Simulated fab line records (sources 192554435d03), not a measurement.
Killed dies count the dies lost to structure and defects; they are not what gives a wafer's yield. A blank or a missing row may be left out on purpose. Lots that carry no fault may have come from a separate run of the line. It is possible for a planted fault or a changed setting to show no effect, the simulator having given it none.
2 desks, one fault ; flow n5Finfet ; numbers are kept per desk, each desk with only its own; the story behind them comes last

THE METROLOGY DESK
What the gauges read for every lot (on any tool): the sampled wafers with a number, averaged. Marked OUT: a lot whose mean sits more than 4 standard deviations from the usual mean, which makes it out of limits; the brackets give that distance. Of its 10 readings 7 are shown: those that lie furthest out on some lot.
Columns: A = DIBL_N at N5_BEOL_M4_RC_MEAS_101, usual 36.4 mV/V; B = IOFF_P at N5_BEOL_M4_RC_MEAS_101, usual 0.202 nA/um; C = ION_N at N5_BEOL_M4_RC_MEAS_101, usual 671 uA/um; D = ION_P at N5_BEOL_M4_RC_MEAS_101, usual 460 uA/um; E = SS_N at N5_BEOL_M4_RC_MEAS_101, usual 71.6 mV/dec; F = SS_P at N5_BEOL_M4_RC_MEAS_101, usual 73.4 mV/dec; G = VT_P at N5_BEOL_M4_RC_MEAS_101, usual -251.4 mV
lot;first seen here;A;B;C;D;E;F;G
L910;day 8 04:26;36.5;0.179;675;453;72.1;73.0;-252.4
L914;day 9 02:28;36.0;0.196;679;464;71.8;73.2;-250.9
L915;day 9 13:07;36.7;0.210;682;467;71.2;73.7;-248.3
L916;day 10 04:04;35.3;0.189;670;458;71.4;73.5;-252.7
L918;day 10 08:23;35.8;0.191;667;460;71.6;73.2;-250.9
L926;day 12 04:25;35.7;0.192;658;455;71.5;73.3;-254.6
L928;day 12 18:36;36.7;0.243;658;462;71.8;73.4;-247.9
L931;day 13 22:59;35.0;0.202;671;463;71.1;72.5;-249.5
This desk found nothing out of limits on any of the 8 lots.

FOR THE TOOL OWNER'S DESK: aldSin-02
The tool's own readings at N5_BEOL_M4_ALD_98 (deposits SiO2, target thk 2.5 nm, pulse time 1 s, co reactant pulse time 1 s): means of the sampled wafers that have a number, for each lot that ran on this tool. Marked OUT: a lot whose mean sits more than 4 standard deviations from the usual mean, which makes it out of limits; the brackets give that distance.
Columns: A = heaterPowerW at N5_BEOL_M4_ALD_98, usual 85 W; B = precursorPulseHeightRel at N5_BEOL_M4_ALD_98, usual 1.002; C = susceptorTempC at N5_BEOL_M4_ALD_98, usual 100.00 C
lot;first seen here;A;B;C
L910;day 7 17:28;86;0.985;100.06
L914;day 8 15:12;86;1.006;99.98
L915;day 9 08:28;85;0.993;99.89
L916;day 9 20:52;88;1.023;99.84
L918;day 10 00:04;86;1.004;100.00
L926;day 11 23:17;84;0.997;98.44 (-13) OUT
This desk finds L926 out of limits, L926 being first, at day 11 23:17 (susceptorTempC at N5_BEOL_M4_ALD_98). L910, L914, L915, L916, L918 stayed within limits.

ALL TOGETHER
An alarm could have come from the tool owner's desk at day 11 23:17, on L926.
Metrology desk: nothing out of limits seen.
The metrology desk has L926 on record, within its limits.
Of the lots named, all ran N5_BEOL_M4_ALD_98 on aldSin-02.

WHAT THE SIMULATOR HAD PUT IN
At N5_BEOL_M4_ALD_98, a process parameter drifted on aldSin-02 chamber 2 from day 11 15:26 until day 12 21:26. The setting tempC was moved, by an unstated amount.
Struck lots among those shown: L926.
Delay in hours, fault start to first out-of-limits reading, by desk: the tool owner's desk at 8.
